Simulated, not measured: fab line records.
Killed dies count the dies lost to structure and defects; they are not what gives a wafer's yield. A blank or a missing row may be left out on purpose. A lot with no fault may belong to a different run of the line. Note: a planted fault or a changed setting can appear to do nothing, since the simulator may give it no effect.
Chamber matching	flow nand_harc	NHARC_A_STAIRCASE_DESCUM_270 on rie_diel-10 has 4 sister chambers
The step chemistry O2, time 3 s. 14 wafers are shown with their chamber, then 7 later ones without.

## WAFERS WITH THEIR CHAMBER
wafer	chamber	drypump_motor_current_A (A)	showerhead_plenum_p_Torr (Torr)	throttle_valve_pct (%)
L081.1	1	6.4	1.91	11.317
L081.3	0	5.4	1.93	11.318
L081.5	3	4.7	1.90	11.300
L086.1	2	6.1	2.03	11.311
L086.2	1	6.4	1.91	11.315
L086.5	2	6.1	2.03	11.315
L088.3	1	6.4	1.90	11.302
L088.5	3	4.7	1.89	11.312
L088.6	0	5.4	1.92	11.325
L090.2	2	6.1	2.02	11.310
L090.5	2	6.0	2.02	11.307
L090.6	3	4.7	1.89	11.330
L091.1	3	4.7	1.89	11.310
L091.2	1	6.4	1.90	11.312

SIGNATURES (means of the wafers above)
reading	chamber 0	chamber 1	chamber 2	chamber 3	scatter within a chamber
drypump_motor_current_A	5.400	6.400	6.075	4.700	0.0274
showerhead_plenum_p_Torr	1.9250	1.9050	2.0250	1.8925	0.0057
throttle_valve_pct	11.32150	11.31150	11.31075	11.31300	0.00811
Rule: distance of a wafer from a chamber = root of the sum over the readings of ((wafer's reading minus chamber's mean) / reading's scatter) squared. If the next closest chamber is less than 2 further off than the closest, the wafer can't be placed; otherwise it belongs to the closest. How the scatter is found: for the shown wafers, subtract from each reading the mean of its chamber, square and add these, divide the total by (wafers less chambers), then take the root.

## WAFERS WHOSE CHAMBER IS MISSING
wafer	drypump_motor_current_A (A)	showerhead_plenum_p_Torr (Torr)	throttle_valve_pct (%)
L091.3	6.1	2.02	11.316
L093.4	5.5	1.91	11.321
L093.5	6.1	2.02	11.314
L093.6	4.7	1.89	11.299
L095.3	6.4	1.89	11.326
L095.4	6.1	2.02	11.309
L095.5	5.4	1.91	11.324

## THE CHAMBER EACH PASSED THROUGH
wafer	from the rows above	in truth
L091.3	2	2
L093.4	0	0
L093.5	2	2
L093.6	3	3
L095.3	1	1
L095.4	2	2
L095.5	0	0
Correctly placed: 7 of 7. Left unplaced by these rows: 0. 0 placed wrongly.
